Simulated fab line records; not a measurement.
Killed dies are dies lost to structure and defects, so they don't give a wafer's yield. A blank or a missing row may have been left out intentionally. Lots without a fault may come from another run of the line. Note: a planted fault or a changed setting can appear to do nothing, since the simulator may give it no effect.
fab line records	flow n5-finfet
record: lots: 24	wafers: 72	last-day: 18
route steps=1938 shown GATE_CUT@487 MOL_CONTACT_COAG@526
lots that met no fault: from a run of the same line without faults
start-h: the number of hours between the record's first day and the start of the first shown wafer of the lot	wait-h: hours since the lot's step before	" as in the row above	L1.1+2: a row that stands for several wafers	- either no value or no given start	* or withheld: withheld	< > ~ a bound
route shown NAME@n: a module of which the file shows steps, and the number in the route of the first	usual: the fault-free wafers' mean and standard deviation	same: alike in all rows	chamber/n: place in a boat	sites: readings site by site	_std_site: the standard deviation of these	_edge_site: inner sites' mean taken away from outer sites' mean	radius-mm: for every site, how far away it sits from the centre of the wafer	mask NAME#n: copy n	behind: the most recent tool/chamber to have shaped the wafer	hold: why the lot was held/for how many hours/how that ended	device: names the non-switching transistor (n, p or np)	end of line: the tests these same wafers got at the end of their route	where a step has no rows: the recipe by itself	killed: dies that structure and defects cost at the first sort, which is not the same as the wafer's yield	map: a wafer's dies, x killed, . not, _ none there
set.NAME: setting as actually run; set.NAME@STEP: the setting as run at that earlier step	model.NAME: the simulator's own value behind a step, which no gauge read
one table for each step of the route and one row for each wafer, over a sample of lots
services: when a tool's chamber went out of use (start-h, in hours from the record's first day, below 0 if earlier), for how many hours, and the reason
== steps ==
step: N5_GATE_CUT_CD_MEAS_13
recipe: target-cd-nm: 20	landing-energy-ev: 500	detector: se-inlens
usual: cd-nm: 20.0/0.33
lot.wafer	tool	chamber	start-h	wait-h	cd-nm
L074.4	cd-sem-01	0	86.00	-	19.6
L074.5	"	0	"	"	19.6
L074.6	"	0	"	"	20.0
L075.2	cd-sem-02	0	92.26	-	20.1
L075.4	"	0	"	"	20.4
L075.6	"	0	"	"	20.5
L076.2	cd-sem-01	0	96.79	-	20.3
L076.3	"	0	"	"	20.1
L076.5	"	0	"	"	20.1
L077.1	cd-sem-03	0	103.40	-	19.7
L077.2	"	0	"	"	19.9
L077.5	"	0	"	"	19.5
L078.2	cd-sem-01	0	112.57	-	20.5
L078.5	"	0	"	"	20.1
L078.6	"	0	"	"	20.2
L079.3	cd-sem-02	0	125.08	-	19.6
L079.4	"	0	"	"	19.6
L079.5	"	0	"	"	19.5
L080.2	cd-sem-02	0	127.23	-	20.6
L080.5	"	0	"	"	20.4
L080.6	"	0	"	"	20.2
L081.2	cd-sem-02	0	132.22	-	20.0
L081.4	"	0	"	"	19.9
L081.5	"	0	"	"	20.3
L082.1	cd-sem-03	0	133.23	-	20.2
L082.3	"	0	"	"	19.7
L082.5	"	0	"	"	20.2
L083.1	cd-sem-02	0	139.79	-	20.7
L083.3	"	0	"	"	20.4
L083.4	"	0	"	"	20.4
L084.2	cd-sem-02	0	143.12	-	19.9
L084.4	"	0	"	"	20.1
L084.6	"	0	"	"	20.0
L085.1	cd-sem-01	0	150.99	-	19.7
L085.2	"	0	"	"	19.3
L085.6	"	0	"	"	19.8
L086.3	cd-sem-01	0	157.06	-	20.0
L086.4	"	0	"	"	19.8
L086.5	"	0	"	"	19.6
L087.3	cd-sem-02	0	160.81	-	19.7
L087.4	"	0	"	"	19.7
L087.5	"	0	"	"	20.4
L088.2	cd-sem-02	0	170.04	-	20.1
L088.4	"	0	"	"	20.5
L088.5	"	0	"	"	20.3
L089.2	cd-sem-02	0	180.14	-	20.2
L089.3	"	0	"	"	19.8
L089.5	"	0	"	"	20.1
L090.3	cd-sem-02	0	188.28	-	20.3
L090.4	"	0	"	"	19.8
L090.5	"	0	"	"	20.4
L092.1	cd-sem-03	0	192.15	-	20.3
L092.2	"	0	"	"	19.7
L092.3	"	0	"	"	20.8
L091.1	cd-sem-01	0	193.02	-	20.3
L091.2	"	0	"	"	20.3
L091.3	"	0	"	"	20.4
L093.2	cd-sem-01	0	198.96	-	19.9
L093.3	"	0	"	"	19.5
L093.4	"	0	"	"	19.9
L094.1	cd-sem-03	0	208.72	-	19.4
L094.5	"	0	"	"	19.6
L094.6	"	0	"	"	19.7
L095.2	cd-sem-03	0	219.10	-	19.6
L095.3	"	0	"	"	20.0
L095.4	"	0	"	"	19.6
L097.2	cd-sem-01	0	229.67	-	20.2
L097.4	"	0	"	"	20.0
L097.5	"	0	"	"	19.9
L096.1	cd-sem-02	0	232.94	-	20.1
L096.2	"	0	"	"	20.1
L096.4	"	0	"	"	20.1
step: N5_GATE_CUT_INSPECT_15
recipe: mode: adi	inspect-instrument: brightfield
usual: raw-defect-count: 128/45
lot.wafer	tool	chamber	start-h	wait-h	raw-defect-count
L074.4	defect-inspect-01	-	86.08	0.0	83
L074.5	"	-	"	"	114
L074.6	"	-	"	"	85
L075.2	defect-inspect-01	-	92.34	0.0	77
L075.4	"	-	"	"	74
L075.6	"	-	"	"	65
L076.2	defect-inspect-02	-	96.88	0.0	151
L076.3	"	-	"	"	116
L076.5	"	-	"	"	95
L077.1	defect-inspect-02	-	103.49	0.1	143
L077.2	"	-	"	"	195
L077.5	"	-	"	"	198
L078.2	defect-inspect-02	-	112.67	0.0	195
L078.5	"	-	"	"	261
L078.6	"	-	"	"	168
L079.3	defect-inspect-02	-	125.17	0.0	123
L079.4	"	-	"	"	142
L079.5	"	-	"	"	121
L080.2	defect-inspect-01	-	127.32	0.0	120
L080.5	"	-	"	"	137
L080.6	"	-	"	"	204
L081.2	defect-inspect-02	-	132.30	0.0	94
L081.4	"	-	"	"	89
L081.5	"	-	"	"	85
L082.1	defect-inspect-02	-	133.32	0.1	129
L082.3	"	-	"	"	105
L082.5	"	-	"	"	102
L083.1	defect-inspect-01	-	139.88	0.1	79
L083.3	"	-	"	"	88
L083.4	"	-	"	"	135
L084.2	defect-inspect-02	-	143.21	0.0	82
L084.4	"	-	"	"	125
L084.6	"	-	"	"	133
L085.1	defect-inspect-02	-	151.08	0.1	133
L085.2	"	-	"	"	205
L085.6	"	-	"	"	177
L086.3	defect-inspect-02	-	157.15	0.0	131
L086.4	"	-	"	"	126
L086.5	"	-	"	"	172
L087.3	defect-inspect-02	-	160.89	0.0	80
L087.4	"	-	"	"	73
L087.5	"	-	"	"	118
L088.2	defect-inspect-02	-	170.12	0.0	105
L088.4	"	-	"	"	151
L088.5	"	-	"	"	130
L089.2	defect-inspect-02	-	180.23	0.0	68
L089.3	"	-	"	"	120
L089.5	"	-	"	"	129
L090.3	defect-inspect-02	-	188.37	0.0	131
L090.4	"	-	"	"	142
L090.5	"	-	"	"	133
L092.1	defect-inspect-01	-	192.24	0.1	89
L092.2	"	-	"	"	62
L092.3	"	-	"	"	84
L091.1	defect-inspect-02	-	193.10	0.1	127
L091.2	"	-	"	"	87
L091.3	"	-	"	"	100
L093.2	defect-inspect-02	-	199.05	0.0	205
L093.3	"	-	"	"	133
L093.4	"	-	"	"	213
L094.1	defect-inspect-02	-	208.80	0.1	168
L094.5	"	-	"	"	174
L094.6	"	-	"	"	116
L095.2	defect-inspect-02	-	219.19	0.0	83
L095.3	"	-	"	"	186
L095.4	"	-	"	"	157
L097.2	defect-inspect-01	-	229.76	0.0	124
L097.4	"	-	"	"	123
L097.5	"	-	"	"	130
L096.1	defect-inspect-01	-	233.03	0.1	75
L096.2	"	-	"	"	89
L096.4	"	-	"	"	124
step: N5_GATE_CUT_ETCH_36
recipe: chemistry: CF4	target: SiARC	target-depth-a: 130	mask-material: CAR-EUV	time-s: 21.7	ion-energy-ev: 80	pressure-mtorr: 40	source-w: 545	bias-w: 36	Ar_flow_sccm: 100	cf4-flow-sccm: 100	ends: cleared
usual: cf4-flow-sccm: 100.02/0.3	drypump-motor-current-A: 5.8/0.36	etch-rf-on-time-s: 21.7/0.55	oes-product-au: 0.65/0.076	rf-vpp-V: 184.3/1.1	showerhead-plenum-p-Torr: 2.16/0.058	throttle-valve-pct: 15.6/0.32
lot.wafer	tool	chamber	start-h	wait-h	cf4-flow-sccm	drypump-motor-current-A	etch-rf-on-time-s	oes-product-au	rf-hours-counter-h	rf-vpp-V	showerhead-plenum-p-Torr	throttle-valve-pct
L074.4	rie-diel-04	3	86.18	0.0	99.91	5.9	22.2	0.61	-	185.1	2.21	15.9
L074.5	"	0	"	"	99.76	5.6	21.9	0.61	-	183.9	2.21	15.8
L074.6	"	1	"	"	100.47	6.3	21.5	0.62	-	185.6	2.21	15.8
L075.2	rie-diel-05	2	92.43	0.0	100.01	5.8	22.0	0.63	186	183.8	2.13	15.6
L075.4	"	3	"	"	100.22	5.6	22.7	0.59	-	184.2	2.14	15.7
L075.6	"	1	"	"	100.20	5.2	21.4	0.67	-	184.6	2.15	15.3
L076.2	rie-diel-04	1	97.08	0.0	99.81	6.3	21.2	0.62	201	185.5	2.21	15.8
L076.3	"	3	"	"	100.15	5.9	22.0	0.60	226	183.6	2.21	15.9
L076.5	"	0	"	"	99.84	5.6	21.7	0.62	-	185.3	2.21	15.8
L077.1	rie-diel-01	2	103.58	0.0	99.98	5.4	22.3	0.60	219	181.5	2.12	16.0
L077.2	"	3	"	"	100.11	5.7	21.9	0.64	120	183.1	2.06	15.4
L077.5	"	2	"	"	99.41	5.4	22.3	0.60	-	183.0	2.12	16.0
L078.2	rie-diel-04	0	112.76	0.0	99.83	5.7	22.0	0.61	225	184.7	2.21	15.8
L078.5	"	2	"	"	99.82	6.2	20.6	0.82	-	181.9	2.09	15.0
L078.6	"	3	"	"	99.92	5.9	22.4	0.60	-	183.9	2.21	15.9
L079.3	rie-diel-04	0	125.26	0.0	99.81	5.6	22.1	0.60	229	185.2	2.21	15.8
L079.4	"	1	"	"	99.80	6.3	21.6	0.60	208	185.6	2.21	15.9
L079.5	"	0	"	"	100.18	5.6	21.9	0.60	-	185.3	2.21	15.8
L080.2	rie-diel-04	3	127.48	0.0	99.54	5.9	22.1	0.60	235	184.4	2.21	15.9
L080.5	"	3	"	"	99.79	5.9	22.3	0.59	-	184.8	2.21	15.9
L080.6	"	2	"	"	99.64	6.2	20.6	0.80	-	184.2	2.09	15.0
L081.2	rie-diel-04	1	132.39	0.0	100.73	6.3	21.7	0.61	210	185.1	2.21	15.9
L081.4	"	0	"	"	99.67	5.6	22.3	0.60	231	185.6	2.21	15.8
L081.5	"	2	"	"	99.94	6.2	20.9	0.81	-	184.6	2.09	14.9
L082.1	rie-diel-01	1	133.41	0.0	100.12	5.5	21.4	0.64	163	183.4	2.14	15.6
L082.3	"	3	"	"	99.75	5.7	22.0	0.64	129	183.3	2.05	15.4
L082.5	"	0	"	"	100.31	5.3	21.1	0.73	-	183.2	2.18	15.5
L083.1	rie-diel-04	2	139.97	0.0	100.46	6.2	21.0	0.79	14	184.4	2.09	15.0
L083.3	"	0	"	"	100.02	5.6	21.9	0.61	233	183.9	2.21	15.8
L083.4	"	1	"	"	99.91	6.3	21.4	0.60	212	183.6	2.21	15.9
L084.2	rie-diel-04	1	143.30	0.0	100.26	6.2	21.3	0.61	212	184.3	2.21	15.9
L084.4	"	3	"	"	99.73	5.9	22.3	0.60	238	182.7	2.21	15.9
L084.6	"	1	"	"	100.13	6.2	21.2	0.61	-	183.6	2.21	15.8
L085.1	rie-diel-04	0	151.33	0.0	100.17	5.7	21.9	0.60	236	185.5	2.21	15.8
L085.2	"	2	"	"	99.67	6.2	21.0	0.79	16	182.6	2.09	15.0
L085.6	"	1	"	"	99.99	6.3	21.6	0.60	-	185.1	2.21	15.9
L086.3	rie-diel-05	2	157.23	0.0	99.90	5.9	22.3	0.60	209	184.0	2.12	15.7
L086.4	"	1	"	"	99.75	5.2	21.3	0.66	139	183.7	2.14	15.4
L086.5	"	1	"	"	99.72	5.2	21.4	0.66	-	183.9	2.14	15.4
L087.3	rie-diel-01	1	160.98	0.0	100.08	5.5	21.5	0.63	170	183.8	2.13	15.6
L087.4	"	2	"	"	100.29	5.4	22.1	0.59	237	184.3	2.11	16.1
L087.5	"	1	"	"	100.26	5.5	21.4	0.64	-	185.4	2.13	15.6
L088.2	rie-diel-04	1	170.21	0.0	99.60	6.2	21.8	0.59	221	184.7	2.20	15.9
L088.4	"	3	"	"	100.15	5.9	22.5	0.58	245	185.3	2.21	15.9
L088.5	"	0	"	"	99.91	5.7	22.0	0.60	-	186.2	2.20	15.8
L089.2	rie-diel-04	0	180.32	0.0	100.19	5.6	21.8	0.60	244	185.5	2.20	15.8
L089.3	"	2	"	"	100.31	6.2	20.7	0.77	24	183.5	2.09	15.0
L089.5	"	1	"	"	100.83	6.3	21.3	0.60	-	185.4	2.20	15.9
L090.3	rie-diel-05	0	188.46	0.0	99.95	5.4	21.6	0.77	24	186.0	2.29	15.5
L090.4	"	1	"	"	99.71	5.2	21.5	0.65	145	184.8	2.14	15.4
L090.5	"	1	"	"	99.53	5.2	21.4	0.65	-	185.1	2.14	15.4
L092.1	rie-diel-05	2	192.35	0.0	100.34	5.8	22.1	0.60	216	182.6	2.12	15.7
L092.2	"	0	"	"	100.21	5.4	21.5	0.77	25	185.5	2.29	15.5
L092.3	"	1	"	"	99.82	5.2	21.4	0.65	146	184.4	2.14	15.4
L091.1	rie-diel-04	0	193.20	0.0	99.70	5.6	22.2	0.59	249	186.0	2.20	15.8
L091.2	"	2	"	"	100.29	6.2	21.2	0.76	29	182.1	2.08	15.0
L091.3	"	1	"	"	99.90	6.3	21.8	0.59	228	184.9	2.20	15.9
L093.2	rie-diel-04	0	199.20	0.0	100.52	5.7	22.0	0.59	251	185.3	2.20	15.8
L093.3	"	2	"	"	100.47	6.2	20.8	0.77	31	184.2	2.08	15.0
L093.4	"	2	"	"	100.15	6.2	20.8	0.76	-	182.4	2.08	15.0
L094.1	rie-diel-05	1	208.92	0.0	100.26	5.2	21.4	0.64	152	184.0	2.14	15.4
L094.5	"	1	"	"	100.01	5.2	21.5	0.64	-	182.7	2.14	15.4
L094.6	"	2	"	"	99.18	5.9	22.1	0.60	-	184.4	2.12	15.7
L095.2	rie-diel-04	3	219.52	0.0	100.43	5.9	21.9	0.80	5	185.3	2.20	15.4
L095.3	"	1	"	"	99.91	6.3	21.8	0.59	238	184.1	2.20	15.9
L095.4	"	2	"	"	100.40	6.2	21.3	0.74	-	183.3	2.08	15.0
L097.2	rie-diel-01	0	229.84	0.0	100.46	5.3	21.4	0.70	75	185.2	2.17	15.5
L097.4	"	2	"	"	99.76	5.4	22.4	0.58	-	182.4	2.11	16.1
L097.5	"	1	"	"	100.27	5.5	21.7	0.63	-	183.5	2.13	15.6
L096.1	rie-diel-05	3	233.12	0.0	100.28	5.6	23.0	0.56	227	184.0	2.12	15.8
L096.2	"	2	"	"	100.33	5.8	22.4	0.60	228	183.5	2.12	15.7
L096.4	"	0	"	"	100.07	5.4	21.8	0.74	39	185.7	2.28	15.5
step: N5_GATE_CUT_STRIP_41
recipe: chemistry: CF4	resist: SiARC	power-w: 300	bias-power-w: 75	pressure-mtorr: 50	cf4-flow-sccm: 150	rf-frequency-hz: 6e+07
usual: cf4-flow-sccm: 150.0/0.41	drypump-motor-current-A: 5.8/0.36	oes-product-au: 0.176/0.019	rf-vpp-V: 271.6/1.2	showerhead-plenum-p-Torr: 1.81/0.047	throttle-valve-pct: 13.6/0.32
lot.wafer	tool	chamber	start-h	wait-h	cf4-flow-sccm	drypump-motor-current-A	oes-product-au	rf-hours-counter-h	rf-vpp-V	showerhead-plenum-p-Torr	throttle-valve-pct
L074.4	rie-diel-04	3	86.35	0.0	149.9	5.9	0.168	-	272.8	1.86	13.9
L074.5	"	0	"	"	150.2	5.6	0.164	-	271.3	1.85	13.7
L074.6	"	1	"	"	150.1	6.3	0.168	-	273.2	1.86	13.8
L075.2	rie-diel-05	2	92.60	0.0	149.9	5.9	0.172	187	270.6	1.78	13.6
L075.4	"	3	"	"	149.9	5.6	0.168	-	269.9	1.78	13.7
L075.6	"	1	"	"	150.3	5.2	0.183	-	271.8	1.80	13.3
L076.2	rie-diel-04	1	97.25	0.0	150.1	6.3	0.164	201	271.9	1.86	13.8
L076.3	"	3	"	"	149.3	5.9	0.165	226	271.1	1.85	13.9
L076.5	"	0	"	"	149.8	5.7	0.163	-	272.9	1.85	13.7
L077.1	rie-diel-01	2	103.75	0.0	150.3	5.4	0.162	220	270.2	1.76	14.0
L077.2	"	3	"	"	150.0	5.7	0.177	120	269.9	1.73	13.4
L077.5	"	2	"	"	150.1	5.4	0.168	-	270.0	1.76	14.0
L078.2	rie-diel-04	0	112.93	0.0	150.1	5.6	0.174	226	272.3	1.85	13.8
L078.5	"	2	"	"	149.9	6.2	0.217	-	272.3	1.76	12.9
L078.6	"	3	"	"	149.4	5.9	0.166	-	273.6	1.85	13.9
L079.3	rie-diel-04	0	125.43	0.0	150.8	5.6	0.165	229	272.4	1.84	13.8
L079.4	"	1	"	"	150.3	6.3	0.160	208	272.7	1.85	13.9
L079.5	"	0	"	"	150.6	5.6	0.168	-	272.0	1.85	13.8
L080.2	rie-diel-04	3	127.65	0.0	149.8	5.9	0.165	235	271.5	1.85	13.9
L080.5	"	3	"	"	150.2	5.9	0.164	-	272.3	1.85	13.9
L080.6	"	2	"	"	149.7	6.2	0.216	-	271.5	1.75	12.9
L081.2	rie-diel-04	1	132.56	0.0	150.3	6.3	0.163	210	271.6	1.85	13.8
L081.4	"	0	"	"	150.9	5.7	0.164	231	272.5	1.84	13.8
L081.5	"	2	"	"	149.7	6.2	0.214	-	270.8	1.75	13.0
L082.1	rie-diel-01	1	133.58	0.0	150.1	5.5	0.163	163	270.8	1.80	13.6
L082.3	"	3	"	"	149.9	5.6	0.174	129	269.5	1.73	13.4
L082.5	"	0	"	"	150.4	5.3	0.196	-	271.6	1.82	13.4
L083.1	rie-diel-04	2	140.14	0.0	149.5	6.2	0.204	14	270.7	1.75	12.9
L083.3	"	0	"	"	150.4	5.6	0.166	233	272.0	1.84	13.8
L083.4	"	1	"	"	150.6	6.3	0.164	212	272.2	1.85	13.9
L084.2	rie-diel-04	1	143.47	0.0	149.7	6.3	0.162	212	270.9	1.85	13.9
L084.4	"	3	"	"	150.2	5.9	0.165	238	272.7	1.85	13.9
L084.6	"	1	"	"	149.5	6.3	0.160	-	272.6	1.85	13.8
L085.1	rie-diel-04	0	151.50	0.0	150.1	5.7	0.162	236	271.8	1.84	13.8
L085.2	"	2	"	"	150.2	6.2	0.206	16	271.8	1.75	13.0
L085.6	"	1	"	"	150.1	6.3	0.163	-	272.9	1.85	13.9
L086.3	rie-diel-05	2	157.40	0.0	149.6	5.8	0.163	209	271.6	1.77	13.7
L086.4	"	1	"	"	150.4	5.3	0.177	139	270.9	1.79	13.3
L086.5	"	1	"	"	149.7	5.2	0.171	-	270.4	1.79	13.3
L087.3	rie-diel-01	1	161.15	0.0	150.0	5.5	0.172	170	271.0	1.80	13.6
L087.4	"	2	"	"	149.8	5.4	0.160	237	270.6	1.76	14.0
L087.5	"	1	"	"	149.5	5.5	0.176	-	270.8	1.80	13.6
L088.2	rie-diel-04	1	170.38	0.0	150.2	6.3	0.164	221	272.9	1.85	13.9
L088.4	"	3	"	"	148.9	5.9	0.164	245	272.8	1.85	13.9
L088.5	"	0	"	"	150.5	5.6	0.164	-	272.1	1.84	13.8
L089.2	rie-diel-04	0	180.49	0.0	149.5	5.6	0.164	244	271.9	1.84	13.8
L089.3	"	2	"	"	150.0	6.2	0.208	24	269.2	1.75	13.0
L089.5	"	1	"	"	150.1	6.3	0.162	-	272.1	1.85	13.9
L090.3	rie-diel-05	0	188.63	0.0	150.3	5.4	0.200	24	272.9	1.91	13.4
L090.4	"	1	"	"	149.9	5.2	0.169	145	273.5	1.79	13.4
L090.5	"	1	"	"	149.7	5.2	0.172	-	271.2	1.79	13.4
L092.1	rie-diel-05	2	192.52	0.0	149.9	5.8	0.167	216	271.3	1.77	13.7
L092.2	"	0	"	"	150.5	5.4	0.205	25	273.2	1.91	13.4
L092.3	"	1	"	"	150.1	5.2	0.177	146	271.8	1.79	13.4
L091.1	rie-diel-04	0	193.37	0.0	150.1	5.6	0.164	249	272.6	1.84	13.8
L091.2	"	2	"	"	149.5	6.2	0.201	29	270.3	1.75	13.0
L091.3	"	1	"	"	149.9	6.3	0.153	228	271.0	1.85	13.9
L093.2	rie-diel-04	0	199.37	0.0	149.8	5.7	0.163	251	271.9	1.84	13.8
L093.3	"	2	"	"	149.5	6.2	0.194	31	270.1	1.75	13.0
L093.4	"	2	"	"	149.6	6.2	0.196	-	270.8	1.75	13.0
L094.1	rie-diel-05	1	209.09	0.0	150.0	5.2	0.176	152	271.3	1.79	13.4
L094.5	"	1	"	"	149.6	5.2	0.177	-	270.1	1.79	13.4
L094.6	"	2	"	"	150.2	5.8	0.168	-	271.2	1.77	13.7
L095.2	rie-diel-04	3	219.69	0.0	150.4	5.9	0.215	5	271.7	1.85	13.4
L095.3	"	1	"	"	150.3	6.3	0.161	238	272.3	1.85	13.9
L095.4	"	2	"	"	149.6	6.2	0.192	-	269.7	1.75	13.0
L097.2	rie-diel-01	0	230.01	0.0	149.5	5.3	0.179	75	271.4	1.81	13.5
L097.4	"	2	"	"	149.8	5.4	0.160	-	270.0	1.75	14.1
L097.5	"	1	"	"	149.7	5.5	0.170	-	271.6	1.79	13.7
L096.1	rie-diel-05	3	233.29	0.0	151.2	5.6	0.156	227	269.6	1.77	13.7
L096.2	"	2	"	"	149.6	5.8	0.162	228	270.0	1.77	13.7
L096.4	"	0	"	"	150.0	5.4	0.205	39	274.3	1.90	13.4
step: N5_GATE_CUT_CUT_ETCH_55
recipe: chemistry: BCl3	target: HfO2	mask-material: SiO2	target-depth-a: 32	ion-energy-ev: 30	pressure-mtorr: 5	icp-w: 450	bias-w: 18	bcl3-flow-sccm: 80
usual: drypump-motor-current-A: 5.7/0.5	oes-product-au: 0.78/0.1	throttle-valve-pct: 33.0/0.46
lot.wafer	tool	chamber	start-h	wait-h	drypump-motor-current-A	oes-product-au	rf-hours-counter-h	throttle-valve-pct
L074.4	rie-metal-03	0	86.65	0.0	4.6	0.82	-	33.0
L074.5	"	1	"	"	5.9	0.71	-	32.3
L074.6	"	0	"	"	4.6	0.82	-	32.9
L075.2	rie-metal-02	0	92.89	0.0	6.1	0.77	48	33.5
L075.4	"	0	"	"	6.1	0.77	-	33.5
L075.6	"	1	"	"	5.6	0.58	-	33.2
L076.2	rie-metal-01	0	97.54	0.0	6.2	0.98	1	33.0
L076.3	"	1	"	"	5.8	0.66	-	33.5
L076.5	"	1	"	"	5.8	0.67	-	33.5
L077.1	rie-metal-02	0	104.16	0.1	6.1	0.76	51	33.5
L077.2	"	0	"	"	6.1	0.76	-	33.5
L077.5	"	0	"	"	6.1	0.77	-	33.5
L078.2	rie-metal-02	0	113.34	0.1	6.1	0.76	-	33.5
L078.5	"	0	"	"	6.1	0.76	-	33.5
L078.6	"	0	"	"	6.0	0.75	-	33.5
L079.3	rie-metal-01	1	125.73	0.0	5.8	0.66	-	33.5
L079.4	"	0	"	"	6.2	0.95	-	33.0
L079.5	"	0	"	"	6.2	0.95	-	33.0
L080.2	rie-metal-03	0	127.94	0.0	4.6	0.81	32	33.0
L080.5	"	1	"	"	5.9	0.70	-	32.3
L080.6	"	0	"	"	4.6	0.81	-	33.0
L081.2	rie-metal-03	1	132.98	0.1	5.9	0.69	-	32.3
L081.4	"	1	"	"	5.9	0.70	-	32.3
L081.5	"	1	"	"	5.9	0.70	-	32.3
L082.1	rie-metal-03	1	133.98	0.1	5.9	0.70	75	32.3
L082.3	"	1	"	"	5.9	0.70	-	32.3
L082.5	"	1	"	"	5.9	0.70	-	32.3
L083.1	rie-metal-02	1	140.43	0.0	5.6	0.97	2	33.1
L083.3	"	0	"	"	6.1	0.76	-	33.5
L083.4	"	1	"	"	5.6	0.97	-	33.1
L084.2	rie-metal-02	1	143.76	0.0	5.6	0.97	2	33.1
L084.4	"	0	"	"	6.1	0.75	-	33.5
L084.6	"	1	"	"	5.6	0.97	-	33.2
L085.1	rie-metal-02	1	151.78	0.0	5.6	0.95	2	33.2
L085.2	"	0	"	"	6.1	0.75	56	33.5
L085.6	"	1	"	"	5.6	0.96	-	33.2
L086.3	rie-metal-01	0	157.70	0.0	6.1	0.93	-	33.0
L086.4	"	1	"	"	5.8	0.66	-	33.5
L086.5	"	1	"	"	5.8	0.65	-	33.5
L087.3	rie-metal-01	1	161.45	0.0	5.8	0.66	-	33.5
L087.4	"	0	"	"	6.1	0.91	-	33.0
L087.5	"	1	"	"	5.8	0.64	-	33.5
L088.2	rie-metal-02	0	170.67	0.0	6.1	0.75	57	33.5
L088.4	"	0	"	"	6.1	0.76	-	33.5
L088.5	"	0	"	"	6.1	0.75	-	33.5
L089.2	rie-metal-01	1	180.78	0.0	5.8	0.66	108	33.5
L089.3	"	1	"	"	5.8	0.65	-	33.5
L089.5	"	1	"	"	5.8	0.65	-	33.5
L090.3	rie-metal-03	1	188.93	0.0	5.9	0.69	-	32.3
L090.4	"	0	"	"	4.6	0.80	-	33.0
L090.5	"	1	"	"	5.9	0.69	-	32.3
L092.1	rie-metal-03	1	192.81	0.0	5.9	0.69	79	32.3
L092.2	"	0	"	"	4.6	0.80	36	33.0
L092.3	"	1	"	"	5.9	0.70	-	32.3
L091.1	rie-metal-03	0	193.70	0.0	4.6	0.80	36	33.0
L091.2	"	1	"	"	5.9	0.69	79	32.3
L091.3	"	0	"	"	4.7	0.79	-	33.0
L093.2	rie-metal-03	1	199.66	0.0	5.9	0.69	79	32.3
L093.3	"	1	"	"	5.9	0.68	-	32.3
L093.4	"	0	"	"	4.6	0.80	-	33.0
L094.1	rie-metal-02	1	209.38	0.0	5.6	0.91	7	33.1
L094.5	"	0	"	"	6.1	0.73	-	33.5
L094.6	"	1	"	"	5.6	0.92	-	33.2
L095.2	rie-metal-02	0	219.98	0.0	6.1	0.74	61	33.5
L095.3	"	1	"	"	5.5	0.91	-	33.1
L095.4	"	0	"	"	6.1	0.74	-	33.5
L097.2	rie-metal-02	1	230.30	0.0	5.6	0.90	9	33.1
L097.4	"	0	"	"	6.1	0.74	-	33.5
L097.5	"	1	"	"	5.6	0.90	-	33.2
L096.1	rie-metal-03	1	233.58	0.0	5.9	0.69	82	32.3
L096.2	"	0	"	"	4.6	0.78	39	33.0
L096.4	"	0	"	"	4.6	0.78	-	33.0
step: N5_MOL_CONTACT_COAG_CD_MEAS_08
recipe: target-cd-nm: 28	landing-energy-ev: 500	detector: se-inlens	polarity: opening
usual: cd-nm: 28.01/0.25
lot.wafer	tool	chamber	start-h	wait-h	cd-nm
L074.4	cd-sem-03	0	90.22	-	27.94
L074.5	"	0	"	"	28.09
L074.6	"	0	"	"	28.48
L075.2	cd-sem-01	0	96.17	-	28.04
L075.4	"	0	"	"	27.94
L075.6	"	0	"	"	27.98
L076.2	cd-sem-02	0	101.25	-	27.99
L076.3	"	0	"	"	27.77
L076.5	"	0	"	"	28.30
L077.1	cd-sem-03	0	107.46	-	27.96
L077.2	"	0	"	"	27.76
L077.5	"	0	"	"	27.95
L078.2	cd-sem-01	0	116.76	-	28.16
L078.5	"	0	"	"	27.69
L078.6	"	0	"	"	28.28
L079.3	cd-sem-01	0	129.00	-	27.94
L079.4	"	0	"	"	28.16
L079.5	"	0	"	"	28.27
L080.2	cd-sem-02	0	131.10	-	27.60
L080.5	"	0	"	"	28.39
L080.6	"	0	"	"	27.73
L081.2	cd-sem-03	0	136.40	-	27.90
L081.4	"	0	"	"	27.79
L081.5	"	0	"	"	27.75
L082.1	cd-sem-01	0	137.63	-	28.07
L082.3	"	0	"	"	28.04
L082.5	"	0	"	"	27.84
L083.1	cd-sem-01	0	143.59	-	28.70
L083.3	"	0	"	"	28.17
L083.4	"	0	"	"	28.05
L084.2	cd-sem-03	0	146.92	-	28.06
L084.4	"	0	"	"	28.17
L084.6	"	0	"	"	27.56
L085.1	cd-sem-03	0	154.93	-	27.94
L085.2	"	0	"	"	28.22
L085.6	"	0	"	"	28.18
L086.3	cd-sem-03	0	160.85	-	28.16
L086.4	"	0	"	"	27.52
L086.5	"	0	"	"	27.63
L087.3	cd-sem-02	0	164.59	-	27.82
L087.4	"	0	"	"	27.71
L087.5	"	0	"	"	27.85
L088.2	cd-sem-02	0	173.82	-	28.14
L088.4	"	0	"	"	27.61
L088.5	"	0	"	"	27.95
L089.2	cd-sem-01	0	183.93	-	27.89
L089.3	"	0	"	"	28.21
L089.5	"	0	"	"	28.28
L090.3	cd-sem-02	0	194.20	-	27.52
L090.4	"	0	"	"	27.81
L090.5	"	0	"	"	28.19
L092.1	cd-sem-01	0	196.09	-	27.53
L092.2	"	0	"	"	28.03
L092.3	"	0	"	"	27.97
L091.1	cd-sem-01	0	196.90	-	28.11
L091.2	"	0	"	"	28.01
L091.3	"	0	"	"	27.72
L093.2	cd-sem-03	0	203.11	-	28.12
L093.3	"	0	"	"	28.01
L093.4	"	0	"	"	27.96
L094.1	cd-sem-03	0	212.65	-	28.36
L094.5	"	0	"	"	28.06
L094.6	"	0	"	"	27.90
L095.2	cd-sem-01	0	224.18	-	28.18
L095.3	"	0	"	"	27.73
L095.4	"	0	"	"	27.85
L097.2	cd-sem-03	0	233.57	-	27.89
L097.4	"	0	"	"	28.44
L097.5	"	0	"	"	28.36
L096.1	cd-sem-02	0	236.72	-	27.97
L096.2	"	0	"	"	27.72
L096.4	"	0	"	"	28.15
== services ==
tool	chamber	start-h	hours	kind
rie-diel-05	0	75.31	-	clean
rie-diel-05	0	75.31	-	consumable-replace:focus-ring
rie-diel-05	0	75.31	-	consumable-replace:showerhead
rie-diel-05	0	75.31	33.0	scheduled-down
rie-diel-04	2	75.40	-	clean
rie-diel-04	2	75.40	-	consumable-replace:focus-ring
rie-diel-01	0	83.15	5.0	repair
rie-diel-01	0	97.10	6.9	repair
rie-metal-03	0	132.05	12.0	repair
rie-diel-05	1	141.67	9.0	repair
rie-diel-04	3	184.80	-	clean
rie-diel-04	3	184.80	-	consumable-replace:focus-ring
rie-diel-04	3	184.80	21.8	scheduled-down
rie-diel-04	3	184.80	21.8	vent-cycle
rie-diel-05	3	190.29	7.9	repair
rie-diel-01	1	194.00	11.3	repair
rie-metal-01	-	195.05	14.6	pm
rie-diel-01	0	197.51	3.7	repair
rie-diel-04	0	206.61	-	clean
rie-diel-04	0	206.61	-	consumable-replace:focus-ring
rie-diel-04	0	206.61	19.9	scheduled-down
rie-diel-04	0	206.61	19.9	vent-cycle
rie-metal-01	-	210.27	0.7	repair
rie-diel-01	3	226.04	5.8	repair
== key ==
fault none
